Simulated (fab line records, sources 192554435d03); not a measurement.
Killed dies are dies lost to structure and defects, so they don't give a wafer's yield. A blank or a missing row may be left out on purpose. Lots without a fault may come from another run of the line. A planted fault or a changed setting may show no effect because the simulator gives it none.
Chamber matching | flow n5_finfet | N5_FIN_SAQP_MANDREL1_REMOVE_56 on rie_si-02: 4 sister chambers
The step chemistry HBr/Cl2/O2, target a-Si, stops on SiNx, bt time 10 s. 20 wafers are shown with their chamber, then 10 later ones without.

WAFERS WITH THEIR CHAMBER
wafer  | chamber | oes_product_au (a.u.) | HBr_flow_sccm (sccm)
L076.1 | 2       | 1.002                 | 149.9
L076.2 | 1       | 0.982                 | 150.0
L076.6 | 3       | 1.013                 | 150.8
L084.4 | 0       | 1.002                 | 150.5
L084.5 | 0       | 0.996                 | 150.1
L084.6 | 3       | 1.042                 | 149.8
L086.1 | 2       | 1.010                 | 149.6
L086.3 | 1       | 0.986                 | 149.8
L086.5 | 1       | 0.984                 | 149.9
L087.3 | 2       | 1.023                 | 150.0
L087.4 | 0       | 1.013                 | 149.3
L087.6 | 2       | 1.006                 | 150.4
L089.1 | 0       | 1.003                 | 150.3
L089.2 | 2       | 1.001                 | 150.6
L089.6 | 2       | 0.999                 | 150.0
L090.1 | 0       | 1.011                 | 149.9
L090.2 | 2       | 1.000                 | 149.9
L090.4 | 3       | 1.030                 | 150.5
L091.4 | 1       | 0.990                 | 149.9
L091.5 | 0       | 1.010                 | 150.1

SIGNATURES (means of the wafers above)
reading        | chamber 0 | chamber 1 | chamber 2 | chamber 3 | scatter within a chamber
oes_product_au | 1.00583   | 0.98550   | 1.00586   | 1.02833   | 0.00831
HBr_flow_sccm  | 150.033   | 149.900   | 150.057   | 150.367   | 0.36
Rule: a wafer's distance from a chamber is the root of the sum, over the readings, of the square of ((its reading less the chamber's mean) divided by the reading's scatter). The wafer belongs to the nearest chamber; if the next one is less than 2 further off, it can't be placed. The scatter: the root of (the sum of the squares of (reading less its chamber's mean) over the shown wafers, divided by (wafers less chambers)).

WAFERS WITHOUT THEIR CHAMBER
wafer  | oes_product_au (a.u.) | HBr_flow_sccm (sccm)
L091.6 | 1.030                 | 149.7
L092.1 | 1.032                 | 150.2
L092.3 | 0.978                 | 150.1
L092.4 | 1.000                 | 150.3
L094.1 | 1.000                 | 150.0
L094.3 | 0.981                 | 150.1
L094.5 | 1.006                 | 149.4
L095.4 | 1.000                 | 150.0
L095.5 | 1.019                 | 149.9
L095.6 | 1.038                 | 149.9

WHICH CHAMBER EACH WENT THROUGH
wafer  | from the rows above          | in truth
L091.6 | can't be placed: 3 or 0 or 2 | 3
L092.1 | 3                            | 3
L092.3 | 1                            | 1
L092.4 | can't be placed: 2 or 0 or 1 | 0
L094.1 | can't be placed: 0 or 2 or 1 | 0
L094.3 | 1                            | 1
L094.5 | can't be placed: 0 or 2 or 1 | 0
L095.4 | can't be placed: 0 or 2 or 1 | 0
L095.5 | can't be placed: 0 or 2 or 3 | 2
L095.6 | 3                            | 3
Placed correctly: 4 of 10. Can't be placed from these rows: 6 (the true chamber is among the candidates in 6). Placed wrongly: 0.
